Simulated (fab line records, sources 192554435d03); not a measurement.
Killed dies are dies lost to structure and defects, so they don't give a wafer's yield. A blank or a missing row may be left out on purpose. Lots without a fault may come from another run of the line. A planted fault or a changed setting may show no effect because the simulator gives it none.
Which tool did it? | flow n5_finfet | 6 lots, 18 wafers sampled, at 8 steps of a route of 1938

WHAT THE GAUGES READ, wafer by wafer
N5_BEOL_M12_OVL_MEAS_29. Usual: M12_OVL 1 nm, standard deviation 4.7.
lot  | measured     | on         | M12_OVL (nm) | flag
L786 | day 13 02:31 | overlay-01 | -2 -2 -3     |
L791 | day 14 16:10 | overlay-02 | 5 6 3        |
L790 | day 14 20:40 | overlay-02 | 6 8 -2       |
L798 | day 16 13:26 | overlay-02 | -1 3 10      |
L799 | day 16 14:09 | overlay-02 | 3 5 -7       |
L800 | day 17 05:10 | overlay-02 | 0 -5 3       |

N5_BEOL_M12_OCD_MEAS_35. Usual: trench_depth_nm 321 nm, standard deviation 3.9.
lot  | measured     | on     | trench_depth_nm (nm) | flag
L786 | day 13 03:08 | ocd-01 | 322 319 320          |
L791 | day 14 16:44 | ocd-02 | 322 321 324          |
L790 | day 14 21:15 | ocd-01 | 322 357 324          | OFF
L798 | day 16 14:01 | ocd-02 | 315 317 322          |
L799 | day 16 14:56 | ocd-01 | 330 319 320          |
L800 | day 17 06:08 | ocd-02 | 318 326 317          |

N5_BEOL_M12_THK_MEAS_50: measures by xrf. Usual: M12_THK 319 nm, standard deviation 4.3.
lot  | measured     | on            | M12_THK (nm) | flag
L786 | day 13 07:18 | film_metro-01 | 319 317 319  |
L791 | day 14 19:09 | film_metro-01 | 321 322 325  |
L790 | day 15 00:30 | film_metro-02 | 318 350 318  |
L798 | day 16 17:29 | film_metro-01 | 317 317 323  |
L799 | day 16 17:24 | film_metro-02 | 328 318 319  |
L800 | day 17 09:24 | film_metro-02 | 317 323 314  |

N5_BEOL_M12_RS_MEAS_54: measures by four-point-probe. Usual: M12_RS 0.0595 ohm/sq, standard deviation 0.00078.
lot  | measured     | on            | M12_RS (ohm/sq)      | flag
L786 | day 13 07:26 | film_metro-01 | 0.0589 0.0599 0.0593 |
L791 | day 14 19:16 | film_metro-02 | 0.0597 0.0600 0.0592 |
L790 | day 15 00:39 | film_metro-01 | 0.0594 0.0535 0.0590 |
L798 | day 16 17:37 | film_metro-02 | 0.0603 0.0606 0.0593 |
L799 | day 16 17:32 | film_metro-02 | 0.0579 0.0602 0.0602 |
L800 | day 17 09:33 | film_metro-02 | 0.0603 0.0588 0.0604 |

N5_BEOL_M15_RC_MEAS_101. Usual: etest_temp_c 25.01 C, standard deviation 0.1; COMB_M10 1.5e-11 S/m, standard deviation 3.9e-12; COMB_M11 1.4e-11 S/m, standard deviation 3.3e-12; COMB_M12 5.9e-12 S/m, standard deviation 1.4e-12; COMB_M13 4.6e-12 S/m, standard deviation 1.1e-12; COMB_M14 3.4e-12 S/m, standard deviation 8.9e-13; COMB_M14_max_site 5e-12 S/m, standard deviation 1.3e-12; COMB_M15 2.1e-12 S/m, standard deviation 7.4e-13; COMB_M5 3.6e-11 S/m, standard deviation 6.7e-12; COMB_M5_max_site 5.2e-11 S/m, standard deviation 1.3e-11; COMB_M6 2.5e-11 S/m, standard deviation 5.9e-12; COMB_M7 2.5e-11 S/m, standard deviation 4.5e-12; COMB_M8 2.5e-11 S/m, standard deviation 4.7e-12; COMB_M9 1.4e-11 S/m, standard deviation 3.3e-12; SERP_M10 3.04 ohm/um, standard deviation 0.084; SERP_M11 3.07 ohm/um, standard deviation 0.085; SERP_M12 0.633 ohm/um, standard deviation 0.016; SERP_M12_max_site 0.646 ohm/um, standard deviation 0.016; SERP_M13 0.309 ohm/um, standard deviation 0.0058; SERP_M14 0.159 ohm/um, standard deviation 0.0042; SERP_M5 39.2 ohm/um, standard deviation 2; SERP_M5_max_site 40.8 ohm/um, standard deviation 2.1; SERP_M6 13.7 ohm/um, standard deviation 0.54; SERP_M7 13.9 ohm/um, standard deviation 0.51; SERP_M8 13.5 ohm/um, standard deviation 0.49; SERP_M9 3.09 ohm/um, standard deviation 0.087.
lot  | measured     | on        | etest_temp_c (C)  | COMB_M10 (S/m)          | COMB_M11 (S/m)          | COMB_M12 (S/m)          | COMB_M13 (S/m)          | COMB_M14 (S/m)          | COMB_M14_max_site (S/m) | COMB_M15 (S/m)          | COMB_M5 (S/m)           | COMB_M5_max_site (S/m)  | COMB_M6 (S/m)           | COMB_M7 (S/m)           | COMB_M8 (S/m)           | COMB_M9 (S/m)           | SERP_M10 (ohm/um) | SERP_M11 (ohm/um) | SERP_M12 (ohm/um) | SERP_M12_max_site (ohm/um) | SERP_M13 (ohm/um) | SERP_M14 (ohm/um) | SERP_M5 (ohm/um) | SERP_M5_max_site (ohm/um) | SERP_M6 (ohm/um) | SERP_M7 (ohm/um) | SERP_M8 (ohm/um) | SERP_M9 (ohm/um) | flag
L786 | day 14 06:07 | prober-01 | 24.90 24.94 24.66 | 1.4e-11 1.1e-11 1e-11   | 1.6e-11 1.5e-11 9e-12   | 7.2e-12 5.8e-12 4.5e-12 | 3e-12 3.2e-12 3.6e-12   | 5e-12 3.7e-12 2.9e-12   | 7.3e-12 5.2e-12 3.8e-12 | 1.3e-12 2e-12 2.6e-12   | 3.7e-11 2.9e-11 3.4e-11 | 5.2e-11 4.2e-11 3.8e-11 | 2.8e-11 2.2e-11 2.6e-11 | 1.8e-11 2.6e-11 2.2e-11 | 3.3e-11 2.1e-11 2.7e-11 | 1.3e-11 1.5e-11 1.2e-11 | 3.08 3.00 3.11    | 3.15 3.09 3.12    | 0.647 0.645 0.648 | 0.655 0.656 0.661          | 0.309 0.312 0.308 | 0.154 0.158 0.153 | 39.1 38.7 36.7   | 41.8 40.1 40.2            | 13.5 13.4 13.7   | 12.8 14.4 14.6   | 13.2 12.9 13.9   | 3.01 3.05 3.10   |
L791 | day 16 03:14 | prober-01 | 24.84 25.06 25.10 | 1.1e-11 1.2e-11 1.3e-11 | 1.3e-11 2.1e-11 1e-11   | 5.3e-12 6.2e-12 6.9e-12 | 3.8e-12 5.1e-12 4.7e-12 | 2.4e-12 3.4e-12 2.4e-12 | 4.5e-12 5.2e-12 5.2e-12 | 1.6e-12 1.1e-12 2e-12   | 4.1e-11 2.7e-11 4e-11   | 6.8e-11 3.9e-11 7e-11   | 2.9e-11 2.6e-11 2.2e-11 | 2.5e-11 3e-11 2.7e-11   | 2.7e-11 2.9e-11 2.2e-11 | 1.6e-11 1.8e-11 1.6e-11 | 2.99 3.12 3.04    | 3.10 3.04 3.10    | 0.633 0.622 0.624 | 0.644 0.636 0.636          | 0.302 0.305 0.304 | 0.163 0.157 0.166 | 41.2 42.1 39.7   | 42.8 44.0 41.2            | 13.7 13.5 14.0   | 14.4 14.4 13.9   | 13.8 13.6 13.5   | 3.02 3.01 3.10   |
L790 | day 16 04:35 | prober-01 | 25.10 25.10 25.06 | 1.3e-11 1.3e-11 1.3e-11 | 1.7e-11 1.7e-11 1.1e-11 | 3.4e-12 4.8e-12 4.9e-12 | 2.5e-12 3.3e-12 4.4e-12 | 2.6e-12 2.1e-12 3.7e-12 | 3e-12 4.6e-12 5.2e-12   | 1.5e-12 2.6e-12 1.5e-12 | 3.1e-11 3.5e-11 3e-11   | 4.4e-11 4.2e-11 4.8e-11 | 2.1e-11 2e-11 2.5e-11   | 3.5e-11 2.2e-11 3.1e-11 | 2.4e-11 2e-11 2e-11     | 1.2e-11 1.2e-11 1e-11   | 3.08 2.95 2.91    | 2.99 3.10 3.04    | 0.639 0.568 0.637 | 0.647 0.573 0.652          | 0.317 0.313 0.305 | 0.163 0.154 0.154 | 42.4 42.5 43.5   | 43.4 43.8 45.4            | 14.0 14.1 14.8   | 13.7 14.1 13.3   | 13.4 12.8 13.0   | 3.15 3.21 3.11   |
L798 | day 17 14:42 | prober-02 | 25.14 24.80 24.95 | 1.4e-11 1.6e-11 1.5e-11 | 1.1e-11 1.4e-11 1.3e-11 | 4.7e-12 6.7e-12 6.6e-12 | 4.3e-12 4.9e-12 4.7e-12 | 4e-12 3.2e-12 3e-12     | 5.2e-12 4.5e-12 3.7e-12 | 4.3e-12 3.1e-12 3.3e-12 | 3.7e-11 4.3e-11 2.7e-11 | 4.4e-11 5e-11 4.2e-11   | 1.4e-11 2.2e-11 2e-11   | 2.3e-11 2.7e-11 2.3e-11 | 2.1e-11 2.2e-11 2.3e-11 | 1.1e-11 1.2e-11 1.5e-11 | 2.92 2.94 3.09    | 2.88 3.06 3.15    | 0.650 0.637 0.645 | 0.671 0.652 0.673          | 0.308 0.297 0.306 | 0.153 0.160 0.155 | 41.6 37.8 36.4   | 42.4 38.7 37.9            | 12.9 14.2 13.8   | 13.9 13.5 13.2   | 13.9 13.9 13.1   | 3.04 3.05 3.08   |
L799 | day 17 10:58 | prober-02 | 24.93 25.06 24.97 | 1.6e-11 1.2e-11 1.2e-11 | 2e-11 1.5e-11 1.6e-11   | 8e-12 7.1e-12 7.6e-12   | 5.4e-12 6.2e-12 4.9e-12 | 3.1e-12 4e-12 3.7e-12   | 4.2e-12 5e-12 4.9e-12   | 3.7e-12 3e-12 3.9e-12   | 2.6e-11 2.7e-11 2.4e-11 | 4.2e-11 3.7e-11 3e-11   | 2.3e-11 3e-11 3.2e-11   | 2.5e-11 2.4e-11 2.5e-11 | 1.7e-11 2.5e-11 3.1e-11 | 1.3e-11 1.3e-11 1.7e-11 | 2.96 2.92 3.00    | 3.06 2.93 2.99    | 0.620 0.643 0.641 | 0.631 0.652 0.650          | 0.317 0.309 0.302 | 0.161 0.156 0.158 | 38.4 35.4 40.7   | 40.9 37.3 41.7            | 14.0 13.8 13.2   | 13.4 13.1 13.0   | 13.8 13.3 13.8   | 3.11 3.18 3.00   |
L800 | day 18 08:22 | prober-01 | 24.91 24.98 25.04 | 1.2e-11 1e-11 1e-11     | 1.2e-11 1.6e-11 1.1e-11 | 4.3e-12 5.3e-12 4.6e-12 | 5.3e-12 4.9e-12 5.7e-12 | 2.6e-12 3.8e-12 3e-12   | 3.6e-12 6.7e-12 5.2e-12 | 1.3e-12 1.1e-12 2.1e-12 | 4.3e-11 5.1e-11 4.1e-11 | 7.4e-11 7.9e-11 5.4e-11 | 2.7e-11 2.6e-11 3.9e-11 | 2.1e-11 2.8e-11 2.2e-11 | 1.8e-11 2.3e-11 1.9e-11 | 9e-12 7e-12 9e-12       | 3.04 2.98 2.98    | 3.06 3.02 3.07    | 0.646 0.621 0.623 | 0.656 0.633 0.642          | 0.306 0.298 0.296 | 0.160 0.159 0.160 | 38.1 36.5 36.3   | 40.7 37.5 36.8            | 14.0 14.1 13.5   | 14.7 13.2 14.1   | 14.1 13.1 13.4   | 3.15 2.99 2.96   |

WHICH TOOL RAN EACH LOT (tool, then ch and the chambers of the sampled wafers, then the start)
lot  | N5_BEOL_M12_STRIP_63                 | N5_BEOL_M12_ETCH_67                | N5_BEOL_M12_TRENCH_ETCH_34
L786 | plasma_asher-01 ch 0,1, day 13 01:58 | rie_diel-05 ch 2,3, day 13 02:38   | rie_diel-05 ch 2,3, day 13 02:58
L791 | plasma_asher-02 ch 0,1, day 14 15:28 | rie_diel-05 ch 0,2, day 14 16:15   | rie_diel-05 ch 0,2, day 14 16:35
L790 | plasma_asher-01 ch 0,1, day 14 20:07 | rie_diel-05 ch 0,3, day 14 20:46   | rie_diel-05 ch 0,3, day 14 21:06
L798 | plasma_asher-01 ch 0,1, day 16 12:52 | rie_diel-02 ch 0,2,3, day 16 13:32 | rie_diel-02 ch 0,2,3, day 16 13:52
L799 | plasma_asher-01 ch 1, day 16 13:35   | rie_diel-03 ch 1,2,3, day 16 14:28 | rie_diel-03 ch 1,2,3, day 16 14:47
L800 | plasma_asher-01 ch 0,1, day 17 04:35 | rie_diel-02 ch 0,2,3, day 17 05:40 | rie_diel-02 ch 0,2,3, day 17 05:59
- N5_BEOL_M12_STRIP_63: strips in N2/H2.
- N5_BEOL_M12_ETCH_67: etches SiARC in CF4, target depth 143 nm, time 238.3 s.
- N5_BEOL_M12_TRENCH_ETCH_34: etches SiOC in C4F8/O2/Ar, target depth 318.95 nm, time 125.5 s.

WHAT THE TOOLS THEMSELVES READ (means of the sampled wafers that have a number; where no wafer has one, the mark that the record gives instead)
N5_BEOL_M12_STRIP_63. Usual: drypump_motor_current_A 5.70 A, standard deviation 0.27; heater_power_w 318 W, standard deviation 26; oes_product_au 0.693 a.u., standard deviation 0.0047; strip_time_to_endpoint_s 42.5 s, standard deviation 0.93.
lot  | tool            | drypump_motor_current_A (A) | heater_power_w (W) | oes_product_au (a.u.) | strip_time_to_endpoint_s (s) | flag
L786 | plasma_asher-01 | 5.94                        | 295                | 0.695                 | 42.5                         |
L791 | plasma_asher-02 | 5.35                        | 353                | 0.691                 | 42.1                         |
L790 | plasma_asher-01 | 5.83                        | 300                | 0.695                 | 43.2                         |
L798 | plasma_asher-01 | 5.83                        | 307                | 0.689                 | 42.0                         |
L799 | plasma_asher-01 | 6.01                        | 294                | 0.696                 | 41.4                         |
L800 | plasma_asher-01 | 5.81                        | 300                | 0.694                 | 43.2                         |

N5_BEOL_M12_ETCH_67. Usual: drypump_motor_current_A 5.9 A, standard deviation 0.39; etch_rf_on_time_s 235 s, standard deviation 5.2; oes_product_au 0.71 a.u., standard deviation 0.092; rf_vpp_V 183.6 V, standard deviation 1.2; showerhead_plenum_p_Torr 2.11 Torr, standard deviation 0.065; throttle_valve_pct 15.51 %, standard deviation 0.2.
lot  | tool        | drypump_motor_current_A (A) | etch_rf_on_time_s (s) | oes_product_au (a.u.) | rf_vpp_V (V) | showerhead_plenum_p_Torr (Torr) | throttle_valve_pct (%) | flag
L786 | rie_diel-05 | 6.2                         | 235                   | 0.63                  | 183.9        | 2.16                            | 15.74                  |
L791 | rie_diel-05 | 5.6                         | 235                   | 0.74                  | 183.9        | 2.12                            | 15.28                  |
L790 | rie_diel-05 | 6.3                         | 231                   | 0.84                  | 185.1        | 2.19                            | 15.36                  |
L798 | rie_diel-02 | 6.0                         | 237                   | 0.66                  | 183.1        | 2.03                            | 15.70                  |
L799 | rie_diel-03 | 5.9                         | 233                   | 0.74                  | 183.2        | 2.11                            | 15.39                  |
L800 | rie_diel-02 | 6.0                         | 236                   | 0.65                  | 182.8        | 2.03                            | 15.71                  |

N5_BEOL_M12_TRENCH_ETCH_34. Usual: drypump_motor_current_A 5.9 A, standard deviation 0.39; oes_product_au 0.83 a.u., standard deviation 0.1; rf_vpp_V 664.0 V, standard deviation 2.9; showerhead_plenum_p_Torr 3.36 Torr, standard deviation 0.1; throttle_valve_pct 24.11 %, standard deviation 0.22.
lot  | tool        | drypump_motor_current_A (A) | oes_product_au (a.u.) | rf_vpp_V (V) | showerhead_plenum_p_Torr (Torr) | throttle_valve_pct (%) | flag
L786 | rie_diel-05 | 6.2                         | 0.74                  | 665.7        | 3.45                            | 24.35                  |
L791 | rie_diel-05 | 5.6                         | 0.86                  | 664.6        | 3.37                            | 23.88                  |
L790 | rie_diel-05 | 6.3                         | 0.97                  | 667.8        | 3.50                            | 24.09                  |
L798 | rie_diel-02 | 6.1                         | 0.76                  | 661.5        | 3.24                            | 24.29                  |
L799 | rie_diel-03 | 5.9                         | 0.86                  | 663.5        | 3.37                            | 24.03                  |
L800 | rie_diel-02 | 6.0                         | 0.76                  | 661.1        | 3.24                            | 24.28                  |

THE ANSWER, worked out from the rows above alone
Rule: a lot is off if the mean of its wafers that have a number lies more than 3 standard deviations from the usual mean. A lot without any number at a reading at which 4 lots or more have one is off too. The other lots that the step has rows for count as sound. The gauges are gone through in route order, then the tools' own readings, and for those a lot's mean is taken as printed above. The first step at which some lot is off is used, and at that step the reading that is off furthest; a lot without a number counts as furthest.
Off: L790, at N5_BEOL_M12_OCD_MEAS_35 (trench_depth_nm).
A tool fits if, at a process step before that reading, it ran every lot that is off, and no sound lot after the first of them. The gauges at N5_BEOL_M12_OCD_MEAS_35 are tried like those tools. One fits: rie_diel-05 at N5_BEOL_M12_ETCH_67 and N5_BEOL_M12_TRENCH_ETCH_34. At N5_BEOL_M12_ETCH_67 its last sound lot is L791 (day 14 16:15), its first lot that is off L790 (day 14 20:46): a fault that began between those two fits.

WHAT THE SIMULATOR HAD PUT IN
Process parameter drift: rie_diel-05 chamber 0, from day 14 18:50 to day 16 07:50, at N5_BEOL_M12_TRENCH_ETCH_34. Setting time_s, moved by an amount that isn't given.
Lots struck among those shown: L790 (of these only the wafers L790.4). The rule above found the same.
